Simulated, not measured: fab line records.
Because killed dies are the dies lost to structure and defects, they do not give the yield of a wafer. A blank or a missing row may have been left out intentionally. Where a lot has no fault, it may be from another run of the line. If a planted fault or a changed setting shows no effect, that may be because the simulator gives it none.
Tool commonality check -- flow nand harc -- 13 lots, 39 wafers sampled

== REASON FOR OPENING ==
At NHARC_END_SORT_01 the reading killed at array is flagged on 2 of 13 lots. Fault-free wafers read 50, with a standard deviation of 14.
Rule: a lot gets a flag if all its wafers with a number sit over 4 standard deviations from that mean, or if no wafer of it has a number. The other lots count as sound.

lot,measured,on,"killed at array, wafer by wafer",flag
L696,day 24 02:50,prober-02,41 54 56,
L697,day 24 23:26,prober-02,47 51 53,
L699,day 25 00:10,prober-01,29 20 17,
L698,day 25 07:10,prober-01,50 46 44,
L700,day 25 16:31,prober-02,45 46 51,
L701,day 26 09:47,prober-01,54 39 36,
L703,day 27 07:17,prober-01,71 47 69,
L707,day 28 15:40,prober-02,43 35 25,
L706,day 28 17:17,prober-01,69 38 45,
L705,day 29 00:16,prober-02,47 40 53,
L712,day 30 22:38,prober-01,122 158 119,FLAGGED
L714,day 31 19:05,prober-02,126 114 112,FLAGGED
L717,day 33 10:28,prober-01,19 23 23,
The numbers of the flagged lots are 125 on average: +75 against the usual, or +5 standard deviations.

== EACH LOT AND THE TOOL IT RAN ON ==
Before the reading, the record contains 4 process steps out of a 1302-step route. Every cell lists first the tool, next ch and the chambers used by the sampled wafers, and last the start.
lot,flag,NHARC_A_ONON_D2_DEP_22,NHARC_THIN_TSV_PRE_CLEAN_50,NHARC_THIN_TSV_ANNEAL_52,NHARC_THIN_TSV_DESCUM_35
L696,,"pecvd onon-02 ch 0, day 13 05:17","pvd sputter-03, day 23 14:24 or earlier","rtp anneal-02 ch 0, day 23 14:24","rie diel-09 ch 0,3, day 23 17:01"
L697,,"pecvd onon-04 ch 0, day 13 05:17","pvd sputter-03, day 24 13:55 or earlier","rtp anneal-01 ch 0, day 24 13:55","rie diel-12 ch 1,2,3, day 24 16:04"
L699,,"pecvd onon-03 ch 0, day 13 12:40","pvd sputter-03, day 24 12:38 or earlier","rtp anneal-01 ch 0, day 24 12:38","rie diel-12 ch 0,1, day 24 14:34"
L698,,"pecvd onon-04 ch 0, day 13 12:37","pvd sputter-02, day 24 16:56 or earlier","rtp anneal-02 ch 0, day 24 16:56","rie diel-08 ch 1,3, day 24 19:03"
L700,,"pecvd onon-02 ch 0, day 14 10:02","pvd sputter-02, day 25 04:53 or earlier","rtp anneal-02 ch 0, day 25 04:53","rie diel-09 ch 0,1,2, day 25 06:55"
L701,,"pecvd onon-03 ch 0, day 14 17:05","pvd sputter-03, day 25 21:01 or earlier","rtp anneal-02 ch 0, day 25 21:01","rie diel-08 ch 1,2,3, day 25 23:04"
L703,,"pecvd onon-04 ch 0, day 15 23:07","pvd sputter-03, day 26 19:26 or earlier","rtp anneal-01 ch 0, day 26 19:26","rie diel-09 ch 1,2,3, day 26 21:30"
L707,,"pecvd onon-02 ch 0, day 17 09:03","pvd sputter-03, day 28 02:43 or earlier","rtp anneal-01 ch 0, day 28 02:43","rie diel-08 ch 2,3, day 28 04:50"
L706,,"pecvd onon-04 ch 0, day 16 19:46","pvd sputter-03, day 28 04:00 or earlier","rtp anneal-02 ch 0, day 28 04:00","rie diel-09 ch 2,3, day 28 06:00"
L705,,"pecvd onon-02 ch 0, day 17 05:23","pvd sputter-03, day 28 05:10 or earlier","rtp anneal-01 ch 0, day 28 05:10","rie diel-08 ch 0,2, day 28 07:05"
L712,FLAGGED,"pecvd onon-04 ch 0, day 19 13:31","pvd sputter-01, day 30 09:47 or earlier","rtp anneal-02 ch 0, day 30 09:47","rie diel-08 ch 0,1, day 30 11:46"
L714,FLAGGED,"pecvd onon-04 ch 0, day 20 14:30","pvd sputter-02, day 31 05:45 or earlier","rtp anneal-01 ch 0, day 31 05:45","rie diel-12 ch 0,2,3, day 31 07:44"
L717,,"pecvd onon-03 ch 0, day 22 02:29","pvd sputter-03, day 32 18:14 or earlier","rtp anneal-02 ch 0, day 32 18:14","rie diel-09 ch 0,2,3, day 32 20:20"
What is done by these steps:
- NHARC_A_ONON_D2_DEP_22: target thk 1000 nm.
- NHARC_THIN_TSV_PRE_CLEAN_50: time 30 s.
- NHARC_THIN_TSV_ANNEAL_52: time 90 s.
- NHARC_THIN_TSV_DESCUM_35: chemistry O2, time 3 s.
- NHARC_END_SORT_01

== FLAGGED OVER TOTAL, TOOL BY TOOL (the gauges that took the reading come last) ==
step,tool,lots run,flagged,share of the flagged lots,sound lots run after its first flagged lot
NHARC_A_ONON_D2_DEP_22,pecvd onon-02,4,0,none,-
NHARC_A_ONON_D2_DEP_22,pecvd onon-03,3,0,none,-
NHARC_A_ONON_D2_DEP_22,pecvd onon-04,6,2,all,0
NHARC_THIN_TSV_PRE_CLEAN_50,pvd sputter-01,1,1,some,0
NHARC_THIN_TSV_PRE_CLEAN_50,pvd sputter-02,3,1,some,0
NHARC_THIN_TSV_PRE_CLEAN_50,pvd sputter-03,9,0,none,-
NHARC_THIN_TSV_ANNEAL_52,rtp anneal-01,6,1,some,0
NHARC_THIN_TSV_ANNEAL_52,rtp anneal-02,7,1,some,1 (L717)
NHARC_THIN_TSV_DESCUM_35,rie diel-08,5,1,some,0
NHARC_THIN_TSV_DESCUM_35,rie diel-09,5,0,none,-
NHARC_THIN_TSV_DESCUM_35,rie diel-12,3,1,some,0
NHARC_END_SORT_01,prober-01,7,1,some,1 (L717)
NHARC_END_SORT_01,prober-02,6,1,some,0
NHARC_THIN_TSV_PRE_CLEAN_50: start missing for some lots; hours and lot order therefore follow NHARC_THIN_TSV_ANNEAL_52.

== THE TABLE: WHAT IT ALLOWS ==
All flagged lots share 1 row of the table, namely pecvd onon-04 at NHARC_A_ONON_D2_DEP_22.
- pecvd onon-04 at NHARC_A_ONON_D2_DEP_22: 2 of its 6 lots flagged. A fault beginning between L706 (day 16 19:46), its last sound lot, and L712 (day 19 13:31), its first flagged one, fits the data.
pecvd onon-04 at NHARC_A_ONON_D2_DEP_22 is the single tool remaining.

== WHAT HAD BEEN PUT IN BY THE SIMULATOR ==
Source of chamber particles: pecvd onon-04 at NHARC_A_ONON_D2_DEP_22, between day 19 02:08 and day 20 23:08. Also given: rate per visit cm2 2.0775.
Struck lots among those shown: L712, L714. This agrees with what the rule above found.
